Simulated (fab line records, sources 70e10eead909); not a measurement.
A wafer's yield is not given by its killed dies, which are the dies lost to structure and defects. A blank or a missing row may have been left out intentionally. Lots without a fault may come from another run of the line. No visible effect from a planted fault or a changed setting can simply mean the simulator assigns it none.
Comparing a struck lot with a sound one ; flow nandHarc ; 17 steps out of a route of 1159
Sound: these wafers, L671.1, L671.3, L671.4. The struck wafers were L680.1, L680.2, L680.3. The cause is given at the end.
Order at every step that has rows: each side's tool, ch and its chambers, its first start. Under that, the readings that differ: sound wafers ; struck wafers ; difference of the means ; sigmas: that difference in standard deviations of wafers without a fault.
alike: words and numbers the same on both sides, and readings whose means are apart by under 2 such deviations; not compared: readings that were withheld, readings missing a value for some wafer, numbers with overlapping values and no deviation given by the record, and bounds like >300 which may hide the same value.
A row with sigmas, a row that says differs or no value, or rows on one side alone: a step with any of these is where the two part. Numbers that don't overlap but have no deviation are shown without sigmas and don't part them. A reading missing from all wafers of one side parts the sides only when that side holds two or more wafers.

NHARC_A_WL_FILL_INSPECT_15:
  sound: defectInspect-01 at day 18 15:23; struck: defectInspect-02 at day 20 15:29
  alike: rawDefectCount
NHARC_A_CONTACT_DEP_24: deposits SiO2, target thk 500 nm.
  sound on pecvd-04 ch 0,2, day 18 15:27; struck on pecvd-03 ch 0,1,2, day 20 15:34
  alike: heaterPowerOuterW, heaterPowerW, throttleValvePct
NHARC_A_CONTACT_DEP_28: deposits aC, target thk 3600 nm.
  sound on aclDep-02 ch 0, day 18 16:04; struck on aclDep-01 ch 0, day 20 16:10
  alike: throttleValvePct
NHARC_A_CONTACT_DEP_29: deposits SiON, target thk 70 nm.
  sound on pecvd-03 ch 0,1, day 18 18:26; struck on pecvd-04 ch 0,1,2, day 20 18:21
  alike: heaterPowerOuterW, heaterPowerW
then, 7 steps without rows for these wafers: NHARC_A_CONTACT_DEHYDRATE_32 (time 120 s); NHARC_A_CONTACT_HMDS_33 (time 30 s); NHARC_A_CONTACT_COAT_34 (time 75 s); NHARC_A_CONTACT_COAT_35 (time 65 s); NHARC_A_CONTACT_COAT_36 (resist thk 90 nm); NHARC_A_CONTACT_SOFTBAKE_37 (time 55 s); NHARC_A_CONTACT_EBR_38.
NHARC_A_CONTACT_EXPOSE_39: exposes mask A CC 3.
  sound on arfiScanner-03 ch 0, day 18 18:59; struck on arfiScanner-03 ch 0, day 20 18:48
reading;sound;struck;difference;sigmas
exposureDoseMJCm2;58.73 58.78 58.79;69.57 69.58 69.59;+10.81;+99 or more
  alike: mask
then, 2 steps without rows for these wafers: NHARC_A_CONTACT_PEB_40 (peb time 65 s); NHARC_A_CONTACT_DEVELOP_41 (develop time 35 s).
NHARC_A_CONTACT_CD_MEAS_42 targets a cd of 200 nm.
  sound on cdSem-03 ch 0, day 18 19:07; struck on cdSem-03 ch 0
reading;sound;struck;difference;sigmas
cdNm (nm);199.5 199.2 199.6;207.8 208.1 208.0;+8.5;+17
  not compared: hold
NHARC_A_CONTACT_OVL_MEAS_43:
  sound: overlay-01 at day 18 19:13; struck: overlay-02 at day 20 20:53
reading;sound;struck;difference;sigmas
hold;- - -;awaitDispo/1.7h/release awaitDispo/1.7h/release awaitDispo/1.7h/release;no value on the sound wafers;
  alike: overlayXNm, overlayYNm
next, for these wafers, 1 step has no rows: NHARC_END_SORT_01.

WHERE THEY PART
Earliest at NHARC_A_CONTACT_EXPOSE_39; latest, in this record, at NHARC_A_CONTACT_OVL_MEAS_43.

WHY: what the simulator had put in
Drift in process parameters on arfiScanner-03 at NHARC_A_CONTACT_EXPOSE_39, starting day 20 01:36. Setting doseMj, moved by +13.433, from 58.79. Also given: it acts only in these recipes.
